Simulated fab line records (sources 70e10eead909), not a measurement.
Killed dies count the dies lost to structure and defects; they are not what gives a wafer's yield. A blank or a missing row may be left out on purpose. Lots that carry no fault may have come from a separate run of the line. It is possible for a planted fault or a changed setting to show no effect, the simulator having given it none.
A single fault, viewed from 2 desks / flow nand-harc / only its own numbers are on each desk; what lay behind them is given at the end

== FROM THE METROLOGY DESK ==
What the gauges read for every lot (on any tool): the sampled wafers with a number, averaged. A lot is out of limits, marked OUT, if its mean lies more than 4 standard deviations from the usual mean; the brackets give that distance.
Columns: A = cd-nm at NHARC_THIN_TSV_CD_MEAS_16, usual 1000.2 nm
lot=L827; first seen here=day 18 22:19; A=1000.8
lot=L825; first seen here=day 19 00:40; A=999.9
lot=L826; first seen here=day 19 01:59; A=997.3
lot=L828; first seen here=day 19 07:39; A=999.0
lot=L832; first seen here=day 20 14:45; A=1000.1
lot=L838; first seen here=day 21 17:24; A=999.8
lot=L837; first seen here=day 22 11:55; A=1000.9
lot=L840; first seen here=day 22 13:11; A=998.1
lot=L842; first seen here=day 22 21:08; A=1000.4
lot=L844; first seen here=day 23 06:01; A=1000.5
lot=L845; first seen here=day 24 04:41; A=1001.5
lot=L848; first seen here=day 24 18:34; A=1001.3
This desk's finding: nothing out of limits on any of the 12 lots.

== THE TOOL OWNER'S DESK: pecvd-01 ==
Per lot that ran on this tool, the mean of the sampled wafers carrying a number, from the tool's own readings at NHARC_A_M1_PRE_CLEAN_32 (time 12 s). A lot is out of limits, marked OUT, if its mean lies more than 4 standard deviations from the usual mean; the brackets give that distance.
Columns: A = heater-power-w at NHARC_A_M1_PRE_CLEAN_32, usual 639 W
lot=L827; first seen here=day 18 03:59; A=628
lot=L837; first seen here=day 21 16:29; A=574
lot=L840; first seen here=day 21 17:26; A=642
This desk's finding: nothing out of limits on any of the 3 lots.

== BROUGHT TOGETHER ==
Nothing out of limits was seen by the metrology desk.
The desk of the tool owner found nothing out of limits.

== WHAT WAS PUT IN BY THE SIMULATOR ==
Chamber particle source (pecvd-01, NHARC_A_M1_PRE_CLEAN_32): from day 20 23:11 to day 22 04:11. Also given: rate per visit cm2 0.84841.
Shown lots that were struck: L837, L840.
